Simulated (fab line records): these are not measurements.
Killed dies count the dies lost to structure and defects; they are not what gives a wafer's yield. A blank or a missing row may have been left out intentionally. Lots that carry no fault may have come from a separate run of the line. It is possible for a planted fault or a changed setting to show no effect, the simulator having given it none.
Which tool did it? / flow nandHarc / 12 lots with 36 wafers sampled at 5 steps, on a route of 1159 steps

WHAT THE GAUGES SHOWED, per wafer
NHARC_END_SORT_01.
lot=L615; measured=day 22 05:55; on=prober-02; killedAtArray=108 28 34; killedAtOther=0 1 3; killedAtPeriphery=0 4 3; killedDies=108 33 40; killedOpen=3 7 5; killedShort=3 2 3

EACH LOT AND THE TOOL THAT RAN IT (in order: tool; ch and the chambers of the sampled wafers; start)
lot=L609; NHARC_A_CONTACT_ETCH_102=rieDiel-03 ch 0,3, day 16 15:23; NHARC_THIN_TSV_DEGAS_53=pvdSputter-03, day 19 04:34; NHARC_THIN_TSV_DESCUM_35=rieDiel-11 ch 1,3, day 19 05:53; NHARC_THIN_TSV_STRIP_56=plasmaAsher-01 ch 0, day 19 06:22
lot=L613; NHARC_A_CONTACT_ETCH_102=rieDiel-03 ch 1,2, day 16 20:10; NHARC_THIN_TSV_DEGAS_53=pvdSputter-01, day 19 05:56; NHARC_THIN_TSV_DESCUM_35=rieDiel-01 ch 0,2,3, day 19 07:17; NHARC_THIN_TSV_STRIP_56=plasmaAsher-02 ch 0,1, day 19 08:04
lot=L610; NHARC_A_CONTACT_ETCH_102=rieDiel-03 ch 2,3, day 16 21:37; NHARC_THIN_TSV_DEGAS_53=pvdSputter-03, day 19 07:15; NHARC_THIN_TSV_DESCUM_35=rieDiel-11 ch 1,2,3, day 19 08:35; NHARC_THIN_TSV_STRIP_56=plasmaAsher-01 ch 0,1, day 19 09:11
lot=L616; NHARC_A_CONTACT_ETCH_102=rieDiel-08 ch 0,2, day 18 13:46; NHARC_THIN_TSV_DEGAS_53=pvdSputter-01, day 21 05:35; NHARC_THIN_TSV_DESCUM_35=rieDiel-01 ch 2,3, day 21 06:44; NHARC_THIN_TSV_STRIP_56=plasmaAsher-01 ch 0,1, day 21 07:14
lot=L615; NHARC_A_CONTACT_ETCH_102=rieDiel-03 ch 0,2,3, day 18 18:19; NHARC_THIN_TSV_DEGAS_53=pvdSputter-02, day 21 08:08; NHARC_THIN_TSV_DESCUM_35=rieDiel-11 ch 0,1,2, day 21 09:19; NHARC_THIN_TSV_STRIP_56=plasmaAsher-02 ch 0,1, day 21 10:02
lot=L622; NHARC_A_CONTACT_ETCH_102=rieDiel-13 ch 0,3, day 19 11:28; NHARC_THIN_TSV_DEGAS_53=pvdSputter-01, day 21 15:13; NHARC_THIN_TSV_DESCUM_35=rieDiel-11 ch 0,2,3, day 21 16:23; NHARC_THIN_TSV_STRIP_56=plasmaAsher-02 ch 0,1, day 21 16:55
lot=L629; NHARC_A_CONTACT_ETCH_102=rieDiel-08 ch 0,3, day 20 17:02; NHARC_THIN_TSV_DEGAS_53=pvdSputter-03, day 23 14:14; NHARC_THIN_TSV_DESCUM_35=rieDiel-01 ch 1,2, day 23 15:25; NHARC_THIN_TSV_STRIP_56=plasmaAsher-01 ch 0,1, day 23 16:14
lot=L627; NHARC_A_CONTACT_ETCH_102=rieDiel-13 ch 1,2,3, day 20 23:23; NHARC_THIN_TSV_DEGAS_53=pvdSputter-03, day 23 22:01; NHARC_THIN_TSV_DESCUM_35=rieDiel-01 ch 0,2,3, day 23 23:20; NHARC_THIN_TSV_STRIP_56=plasmaAsher-01 ch 0,1, day 24 00:00
lot=L628; NHARC_A_CONTACT_ETCH_102=rieDiel-03 ch 0,1, day 21 16:49; NHARC_THIN_TSV_DEGAS_53=pvdSputter-02, day 24 01:53; NHARC_THIN_TSV_DESCUM_35=rieDiel-01 ch 0,1, day 24 03:11; NHARC_THIN_TSV_STRIP_56=plasmaAsher-02 ch 1, day 24 03:40
lot=L632; NHARC_A_CONTACT_ETCH_102=rieDiel-03 ch 0,1, day 22 08:04; NHARC_THIN_TSV_DEGAS_53=pvdSputter-03, day 24 11:49; NHARC_THIN_TSV_DESCUM_35=rieDiel-07 ch 0,1, day 24 13:06; NHARC_THIN_TSV_STRIP_56=plasmaAsher-02 ch 0,1, day 24 13:35
lot=L630; NHARC_A_CONTACT_ETCH_102=rieDiel-03 ch 1,2,3, day 22 13:01; NHARC_THIN_TSV_DEGAS_53=pvdSputter-01, day 24 20:10; NHARC_THIN_TSV_DESCUM_35=rieDiel-07 ch 0,3, day 24 21:27; NHARC_THIN_TSV_STRIP_56=plasmaAsher-01 ch 0, day 24 21:59
lot=L631; NHARC_A_CONTACT_ETCH_102=rieDiel-13 ch 0,3, day 22 14:29; NHARC_THIN_TSV_DEGAS_53=pvdSputter-01, day 25 02:56; NHARC_THIN_TSV_DESCUM_35=rieDiel-11 ch 0,1, day 25 04:14; NHARC_THIN_TSV_STRIP_56=plasmaAsher-01 ch 0,1, day 25 04:48
- NHARC_A_CONTACT_ETCH_102: etches the open film in CF4/O2, target depth 70 nm, overetch 7 nm, time 38.5 s.
- NHARC_THIN_TSV_DEGAS_53: time 60 s.
- NHARC_THIN_TSV_DESCUM_35: chemistry O2, time 3 s.
- NHARC_THIN_TSV_STRIP_56: strips in O2.

AS READ BY THE TOOLS THEMSELVES (means over the sampled wafers that have a number; for cases with no such wafer, the mark the record gives instead)
NHARC_A_CONTACT_ETCH_102.
lot=L609; tool=rieDiel-03; drypumpMotorCurrentA (A)=6.3; mfcArSccm (sccm)=0.011; o2FlowSccm (sccm)=20.02; oesProductAu (a.u.)=1.005; rfVppV (V)=197.3; showerheadPlenumPTorr (Torr)=1.28; throttleValvePct (%)=13.395
lot=L613; tool=rieDiel-03; drypumpMotorCurrentA (A)=5.5; mfcArSccm (sccm)=0.006; o2FlowSccm (sccm)=20.01; oesProductAu (a.u.)=1.000; rfVppV (V)=198.6; showerheadPlenumPTorr (Torr)=1.39; throttleValvePct (%)=13.403
lot=L610; tool=rieDiel-03; drypumpMotorCurrentA (A)=6.0; mfcArSccm (sccm)=0.017; o2FlowSccm (sccm)=19.88; oesProductAu (a.u.)=1.010; rfVppV (V)=197.5; showerheadPlenumPTorr (Torr)=1.32; throttleValvePct (%)=13.398
lot=L616; tool=rieDiel-08; drypumpMotorCurrentA (A)=5.1; mfcArSccm (sccm)=0.000; o2FlowSccm (sccm)=19.94; oesProductAu (a.u.)=0.993; rfVppV (V)=197.0; showerheadPlenumPTorr (Torr)=1.26; throttleValvePct (%)=13.390
lot=L615; tool=rieDiel-03; drypumpMotorCurrentA (A)=6.0; mfcArSccm (sccm)=0.011; o2FlowSccm (sccm)=20.03; oesProductAu (a.u.)=0.998; rfVppV (V)=197.3; showerheadPlenumPTorr (Torr)=1.30; throttleValvePct (%)=13.400
lot=L622; tool=rieDiel-13; drypumpMotorCurrentA (A)=6.1; mfcArSccm (sccm)=0.003; o2FlowSccm (sccm)=19.95; oesProductAu (a.u.)=1.005; rfVppV (V)=197.5; showerheadPlenumPTorr (Torr)=1.36; throttleValvePct (%)=13.394
lot=L629; tool=rieDiel-08; drypumpMotorCurrentA (A)=5.3; mfcArSccm (sccm)=0.000; o2FlowSccm (sccm)=20.01; oesProductAu (a.u.)=1.010; rfVppV (V)=195.8; showerheadPlenumPTorr (Torr)=1.24; throttleValvePct (%)=13.409
lot=L627; tool=rieDiel-13; drypumpMotorCurrentA (A)=5.7; mfcArSccm (sccm)=0.004; o2FlowSccm (sccm)=20.08; oesProductAu (a.u.)=0.989; rfVppV (V)=198.3; showerheadPlenumPTorr (Torr)=1.33; throttleValvePct (%)=13.397
lot=L628; tool=rieDiel-03; drypumpMotorCurrentA (A)=5.6; mfcArSccm (sccm)=0.000; o2FlowSccm (sccm)=19.94; oesProductAu (a.u.)=1.007; rfVppV (V)=199.4; showerheadPlenumPTorr (Torr)=1.38; throttleValvePct (%)=13.400
lot=L632; tool=rieDiel-03; drypumpMotorCurrentA (A)=5.7; mfcArSccm (sccm)=0.000; o2FlowSccm (sccm)=19.96; oesProductAu (a.u.)=1.007; rfVppV (V)=197.7; showerheadPlenumPTorr (Torr)=1.33; throttleValvePct (%)=13.402
lot=L630; tool=rieDiel-03; drypumpMotorCurrentA (A)=5.9; mfcArSccm (sccm)=0.011; o2FlowSccm (sccm)=19.95; oesProductAu (a.u.)=1.005; rfVppV (V)=197.2; showerheadPlenumPTorr (Torr)=1.34; throttleValvePct (%)=13.389
lot=L631; tool=rieDiel-13; drypumpMotorCurrentA (A)=6.1; mfcArSccm (sccm)=0.001; o2FlowSccm (sccm)=20.06; oesProductAu (a.u.)=0.985; rfVppV (V)=198.2; showerheadPlenumPTorr (Torr)=1.30; throttleValvePct (%)=13.402

NHARC_THIN_TSV_DEGAS_53.
lot=L609; tool=pvdSputter-03; heaterPowerW (W)=490
lot=L613; tool=pvdSputter-01; heaterPowerW (W)=490
lot=L610; tool=pvdSputter-03; heaterPowerW (W)=484
lot=L616; tool=pvdSputter-01; heaterPowerW (W)=486
lot=L615; tool=pvdSputter-02; heaterPowerW (W)=463
lot=L622; tool=pvdSputter-01; heaterPowerW (W)=472
lot=L629; tool=pvdSputter-03; heaterPowerW (W)=493
lot=L627; tool=pvdSputter-03; heaterPowerW (W)=509
lot=L628; tool=pvdSputter-02; heaterPowerW (W)=475
lot=L632; tool=pvdSputter-03; heaterPowerW (W)=513
lot=L630; tool=pvdSputter-01; heaterPowerW (W)=500
lot=L631; tool=pvdSputter-01; heaterPowerW (W)=482

NHARC_THIN_TSV_DESCUM_35.
lot=L609; tool=rieDiel-11; drypumpMotorCurrentA (A)=5.7; mfcArSccm (sccm)=0.003; o2FlowSccm (sccm)=200.1; oesProductAu (a.u.)=0.989; rfVppV (V)=58.4; showerheadPlenumPTorr (Torr)=1.98; throttleValvePct (%)=11.311
lot=L613; tool=rieDiel-01; drypumpMotorCurrentA (A)=5.2; mfcArSccm (sccm)=0.006; o2FlowSccm (sccm)=199.2; oesProductAu (a.u.)=0.994; rfVppV (V)=57.9; showerheadPlenumPTorr (Torr)=1.90; throttleValvePct (%)=11.308
lot=L610; tool=rieDiel-11; drypumpMotorCurrentA (A)=5.8; mfcArSccm (sccm)=0.014; o2FlowSccm (sccm)=200.2; oesProductAu (a.u.)=0.992; rfVppV (V)=57.8; showerheadPlenumPTorr (Torr)=1.89; throttleValvePct (%)=11.309
lot=L616; tool=rieDiel-01; drypumpMotorCurrentA (A)=5.0; mfcArSccm (sccm)=0.012; o2FlowSccm (sccm)=199.6; oesProductAu (a.u.)=0.997; rfVppV (V)=58.1; showerheadPlenumPTorr (Torr)=1.85; throttleValvePct (%)=11.312
lot=L615; tool=rieDiel-11; drypumpMotorCurrentA (A)=5.8; mfcArSccm (sccm)=0.012; o2FlowSccm (sccm)=199.9; oesProductAu (a.u.)=0.996; rfVppV (V)=57.8; showerheadPlenumPTorr (Torr)=1.93; throttleValvePct (%)=11.311
lot=L622; tool=rieDiel-11; drypumpMotorCurrentA (A)=5.8; mfcArSccm (sccm)=0.013; o2FlowSccm (sccm)=199.9; oesProductAu (a.u.)=0.997; rfVppV (V)=57.7; showerheadPlenumPTorr (Torr)=1.86; throttleValvePct (%)=11.312
lot=L629; tool=rieDiel-01; drypumpMotorCurrentA (A)=5.5; mfcArSccm (sccm)=0.000; o2FlowSccm (sccm)=200.0; oesProductAu (a.u.)=0.998; rfVppV (V)=57.6; showerheadPlenumPTorr (Torr)=1.92; throttleValvePct (%)=11.312
lot=L627; tool=rieDiel-01; drypumpMotorCurrentA (A)=5.2; mfcArSccm (sccm)=0.006; o2FlowSccm (sccm)=199.9; oesProductAu (a.u.)=0.996; rfVppV (V)=58.3; showerheadPlenumPTorr (Torr)=1.90; throttleValvePct (%)=11.306
lot=L628; tool=rieDiel-01; drypumpMotorCurrentA (A)=5.4; mfcArSccm (sccm)=0.000; o2FlowSccm (sccm)=199.7; oesProductAu (a.u.)=0.984; rfVppV (V)=58.1; showerheadPlenumPTorr (Torr)=1.97; throttleValvePct (%)=11.316
lot=L632; tool=rieDiel-07; drypumpMotorCurrentA (A)=5.3; mfcArSccm (sccm)=0.000; o2FlowSccm (sccm)=199.8; oesProductAu (a.u.)=0.994; rfVppV (V)=57.1; showerheadPlenumPTorr (Torr)=1.97; throttleValvePct (%)=11.316
lot=L630; tool=rieDiel-07; drypumpMotorCurrentA (A)=5.4; mfcArSccm (sccm)=0.011; o2FlowSccm (sccm)=200.6; oesProductAu (a.u.)=0.992; rfVppV (V)=58.2; showerheadPlenumPTorr (Torr)=1.95; throttleValvePct (%)=11.316
lot=L631; tool=rieDiel-11; drypumpMotorCurrentA (A)=5.6; mfcArSccm (sccm)=0.000; o2FlowSccm (sccm)=200.2; oesProductAu (a.u.)=0.988; rfVppV (V)=58.4; showerheadPlenumPTorr (Torr)=1.99; throttleValvePct (%)=11.320

NHARC_THIN_TSV_STRIP_56.
lot=L609; tool=plasmaAsher-01; drypumpMotorCurrentA (A)=5.0; heaterPowerW (W)=343
lot=L613; tool=plasmaAsher-02; drypumpMotorCurrentA (A)=6.0; heaterPowerW (W)=337
lot=L610; tool=plasmaAsher-01; drypumpMotorCurrentA (A)=5.2; heaterPowerW (W)=361
lot=L616; tool=plasmaAsher-01; drypumpMotorCurrentA (A)=5.2; heaterPowerW (W)=351
lot=L615; tool=plasmaAsher-02; drypumpMotorCurrentA (A)=6.0; heaterPowerW (W)=339
lot=L622; tool=plasmaAsher-02; drypumpMotorCurrentA (A)=6.0; heaterPowerW (W)=338
lot=L629; tool=plasmaAsher-01; drypumpMotorCurrentA (A)=5.4; heaterPowerW (W)=369
lot=L627; tool=plasmaAsher-01; drypumpMotorCurrentA (A)=5.5; heaterPowerW (W)=364
lot=L628; tool=plasmaAsher-02; drypumpMotorCurrentA (A)=5.9; heaterPowerW (W)=375
lot=L632; tool=plasmaAsher-02; drypumpMotorCurrentA (A)=5.9; heaterPowerW (W)=355
lot=L630; tool=plasmaAsher-01; drypumpMotorCurrentA (A)=5.0; heaterPowerW (W)=335
lot=L631; tool=plasmaAsher-01; drypumpMotorCurrentA (A)=5.2; heaterPowerW (W)=352

THE ANSWER, worked out from the rows above alone
Rule: usual is defined by the lots themselves. The widest of any qualifying gaps counts: lots, ordered by their means at a reading, are off when they make up no more than a third of the lots, leave a main group of 4 or more, and stand apart from it by 3 or more times the standard deviation of that group's means. A main group whose means are all the same, to the digits that the tables above print for the reading, isn't used. Also off: a lot with no number at a reading for which 4 or more lots have one. The other lots that the step has rows for count as sound. After the gauges, taken in route order, come the tools' own readings; for these a lot's mean is taken, as printed above. The first step at which some lot is off is used, and at that step the reading that is off furthest; a lot without a number counts as furthest.
Across all readings shown, no lot is off: no conclusion can be drawn from this.

WHAT WAS PUT IN BY THE SIMULATOR
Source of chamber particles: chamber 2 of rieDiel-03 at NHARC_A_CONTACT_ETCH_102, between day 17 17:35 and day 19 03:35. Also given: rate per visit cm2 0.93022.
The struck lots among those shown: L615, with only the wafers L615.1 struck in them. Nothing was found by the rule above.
